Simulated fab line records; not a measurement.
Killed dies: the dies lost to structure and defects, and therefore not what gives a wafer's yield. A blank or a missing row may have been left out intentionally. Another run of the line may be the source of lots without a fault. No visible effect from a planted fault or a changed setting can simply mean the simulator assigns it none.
What tool caused it? ; flow n5 finfet ; Sampling: 8 lots, 24 wafers, 6 of 1938 route steps

## WHAT THE GAUGES SHOWED, per wafer
N5_BEOL_M2_OVL_MEAS_12.
lot;measured;on;M2_OVL (nm)
L158;day 6 23:08;overlay-01;-0.3 -0.6 0.5
L163;day 8 05:05;overlay-01;0.7 0.2 0.5
L165;day 8 23:30;overlay-01;-0.2 0.2 -0.7
L169;day 10 00:30;overlay-01;0.8 1.1 0.8
L168;day 10 08:52;overlay-01;-0.4 -0.8 -0.6
L176;day 11 12:36;overlay-02;-0.7 -0.5 -0.5
L178;day 12 07:59;overlay-01;-0.8 -1.0 -0.9
L179;day 12 18:50;overlay-01;-0.6 -0.8 -1.1

N5_BEOL_M2_INSPECT_30: inspects for defects (brightfield).
lot;measured;on;raw defect count
L158;day 7 00:07;defect inspect-01;388 455 475
L163;day 8 06:08;defect inspect-02;395 432 611
L165;day 9 00:48;defect inspect-02;454 1213 520
L169;day 10 01:25;defect inspect-02;395 422 535
L168;day 10 09:59;defect inspect-02;404 258 312
L176;day 11 13:32;defect inspect-02;383 287 508
L178;day 12 09:08;defect inspect-02;383 269 300
L179;day 12 19:55;defect inspect-02;446 392 299

N5_BEOL_M4_RC_MEAS_101.
lot;measured;on;DIBL_N (mV/V);DIBL_P (mV/V);IOFF_N (nA/um);IOFF_P (nA/um);ION_N (uA/um);ION_P (uA/um);SS_N (mV/dec);SS_P (mV/dec);VT_N (mV);VT_P (mV)
L158;day 8 16:59;prober-02;32.8 33.6 32.4;33.2 34.1 32.9;0.11 0.11 0.10;0.14 0.14 0.13;650 640 651;452 435 444;70.8 70.8 70.5;72.9 73.1 72.6;255 259 258;-258 -259 -258
L163;day 9 11:01;prober-02;35.9 33.1 36.3;36.7 32.7 36.9;0.16 0.11 0.17;0.22 0.16 0.22;684 657 678;462 456 460;70.7 70.2 71.2;73.4 71.7 73.2;248 252 247;-252 -254 -248
L165;day 10 04:37;prober-02;37.3 40.0 34.2;35.6 39.7 33.6;0.15 0.20 0.11;0.20 0.27 0.18;661 683 652;455 464 455;72.2 73.4 71.5;73.8 73.9 72.0;252 248 255;-250 -249 -252
L169;day 11 05:10;prober-01;36.8 35.0 34.6;38.0 35.3 36.1;0.17 0.14 0.14;0.24 0.20 0.21;676 655 679;465 459 470;71.6 71.8 71.0;73.1 73.2 73.0;249 253 249;-245 -247 -246
L168;day 11 13:04;prober-01;38.2 34.0 36.5;38.1 32.7 35.6;0.20 0.13 0.17;0.28 0.19 0.24;686 665 675;473 461 469;71.8 70.9 70.3;74.0 72.1 73.5;245 251 250;-246 -249 -246
L176;day 13 07:49;prober-01;37.3 35.4 35.8;37.4 36.2 35.8;0.19 0.16 0.17;0.26 0.23 0.23;682 676 688;470 472 471;71.5 70.8 70.9;73.0 73.6 72.9;244 247 247;-246 -248 -248
L178;day 13 22:01;prober-01;38.1 37.9 35.8;39.6 38.2 37.0;0.19 0.18 0.15;0.26 0.23 0.20;677 696 674;462 474 464;72.5 72.1 71.2;74.5 74.2 74.0;246 249 251;-246 -248 -251
L179;day 14 01:53;prober-02;34.6 36.8 36.9;33.6 35.7 35.7;0.13 0.17 0.16;0.20 0.23 0.23;674 690 682;473 475 473;70.6 71.4 71.3;72.7 73.0 72.5;250 249 253;-251 -247 -247

## TOOL THAT RAN EACH LOT (tool first, then ch and the chambers of the sampled wafers, then the start)
lot;N5_BEOL_M2_ETCH_74;N5_BEOL_M2_DESCUM_33;N5_BEOL_M2_STRIP_36
L158;rie diel-05 ch 0,1,2, day 6 23:16;rie diel-04 ch 0,1, day 7 00:09;rie diel-04 ch 0,1,2, day 7 08:22
L163;rie diel-06 ch 0,1,2, day 8 05:13;rie diel-05 ch 0,3, day 8 06:11;rie diel-04 ch 1,2,3, day 8 07:40
L165;rie diel-06 ch 0,3, day 8 23:40;rie diel-05 ch 0,2,3, day 9 00:52;rie diel-05 ch 1,3, day 9 04:01
L169;rie diel-05 ch 1,2,3, day 10 00:37;rie diel-06 ch 1,2,3, day 10 01:28;rie diel-04 ch 0,3, day 10 05:29
L168;rie diel-04 ch 1,2,3, day 10 09:00;rie diel-04 ch 1,2,3, day 10 10:07;rie diel-04 ch 0,2,3, day 10 13:22
L176;rie diel-04 ch 0,1,3, day 11 12:44;rie diel-06 ch 1,3, day 11 13:44;rie diel-04 ch 0,1, day 11 16:22
L178;rie diel-06 ch 0,2,3, day 12 08:19;rie diel-06 ch 2,3, day 12 09:10;rie diel-04 ch 1,2, day 12 15:14
L179;rie diel-05 ch 0,3, day 12 18:59;rie diel-05 ch 0,2, day 12 19:57;rie diel-06 ch 0,3, day 12 21:35
- N5_BEOL_M2_ETCH_74: etches underlayer in N2/H2, target depth 6.5 nm, time 5.2 s.
- N5_BEOL_M2_DESCUM_33: chemistry O2, time 7 s.
- N5_BEOL_M2_STRIP_36: strips in N2/H2.

## WHAT THE TOOLS THEMSELVES READ (means of the sampled wafers that have a number; where no wafer has one, the mark that the record gives instead)
N5_BEOL_M2_ETCH_74.
lot;tool;drypump motor current A (A);etch rf on time s (s);h2 flow sccm (sccm);oes product au (a.u.);rf vpp V (V);showerhead plenum p Torr (Torr);throttle valve pct (%)
L158;rie diel-05;6.1;5.16;200.1;0.66;521.9;2.51;18.03
L163;rie diel-06;5.9;5.17;199.8;0.66;522.1;2.47;17.85
L165;rie diel-06;5.5;5.17;199.9;0.71;523.0;2.50;17.87
L169;rie diel-05;6.0;5.04;200.3;0.65;522.7;2.49;17.90
L168;rie diel-04;5.2;5.17;200.0;0.65;523.6;2.54;18.05
L176;rie diel-04;5.6;5.14;200.5;0.64;523.2;2.55;18.14
L178;rie diel-06;5.7;5.13;200.1;0.76;523.1;2.51;17.70
L179;rie diel-05;5.5;5.01;199.9;0.62;522.9;2.50;17.96

N5_BEOL_M2_DESCUM_33.
lot;tool;bias power w (W);drypump motor current A (A);oes product au (a.u.);rf vpp V (V);showerhead plenum p Torr (Torr);throttle valve pct (%)
L158;rie diel-04;19.98;6.0;0.80;244.8;2.16;20.52
L163;rie diel-05;19.98;5.6;0.74;242.7;2.09;20.70
L165;rie diel-05;20.03;5.9;0.75;243.3;2.09;20.55
L169;rie diel-06;20.00;5.4;0.83;241.1;2.04;20.46
L168;rie diel-04;19.95;5.2;0.75;242.6;2.09;20.65
L176;rie diel-06;20.02;5.3;0.82;242.2;2.01;20.49
L178;rie diel-06;19.99;5.4;0.86;243.2;2.10;20.31
L179;rie diel-05;19.97;6.0;0.72;243.0;2.08;20.72

N5_BEOL_M2_STRIP_36.
lot;tool;bias power w (W);drypump motor current A (A);h2 flow sccm (sccm);oes product au (a.u.);power w (W);rf vpp V (V);showerhead plenum p Torr (Torr);throttle valve pct (%)
L158;rie diel-04;7.005;5.6;200.1;0.78;450.6;57.2;2.63;23.87
L163;rie diel-04;7.002;5.2;199.9;0.76;449.7;59.0;2.54;23.82
L165;rie diel-05;7.003;5.6;200.0;0.74;449.2;58.9;2.48;23.45
L169;rie diel-04;6.993;5.3;199.5;0.72;449.0;58.1;2.51;24.01
L168;rie diel-04;7.021;5.3;199.3;0.71;450.8;59.0;2.57;23.90
L176;rie diel-04;6.989;5.9;199.6;0.79;449.9;57.8;2.60;24.04
L178;rie diel-04;6.976;5.2;200.6;0.72;449.3;57.5;2.59;23.77
L179;rie diel-06;6.973;6.0;200.2;0.90;450.4;59.6;2.49;23.82

## THE ANSWER, worked out from the rows above alone
Rule: the usual values come from the lots themselves. Put in order of their means at a reading, lots are off if they are a third of the lots or fewer, leave a main group of 4 or more, and stand apart from it by a gap of 3 or more times the standard deviation of the main group's means; of several such gaps the widest counts. A main group whose means are all the same, to the digits that the tables above print for the reading, isn't used. Also off: a lot with no number at a reading for which 4 or more lots have one. Where the step has rows for the other lots, those lots are counted as sound. The gauges are gone through in route order, then the tools' own readings, and for those a lot's mean is taken as printed above. At the first step where some lot is off, the reading lying furthest off is the one used; lots without a number count as furthest.
Off, at N5_BEOL_M2_INSPECT_30 on raw defect count: L165. Mean 398 and standard deviation 58 in the main group.
If a tool, at a process step before that reading, ran all the lots that are off and no sound lot after the first of them, it fits. Not tried: the gauges at N5_BEOL_M2_INSPECT_30; whatever is off there is also off at N5_BEOL_M2_ETCH_74, on other tools, and gauge error can't account for it. None of those tried fits.

## WHAT HAD BEEN PUT IN BY THE SIMULATOR
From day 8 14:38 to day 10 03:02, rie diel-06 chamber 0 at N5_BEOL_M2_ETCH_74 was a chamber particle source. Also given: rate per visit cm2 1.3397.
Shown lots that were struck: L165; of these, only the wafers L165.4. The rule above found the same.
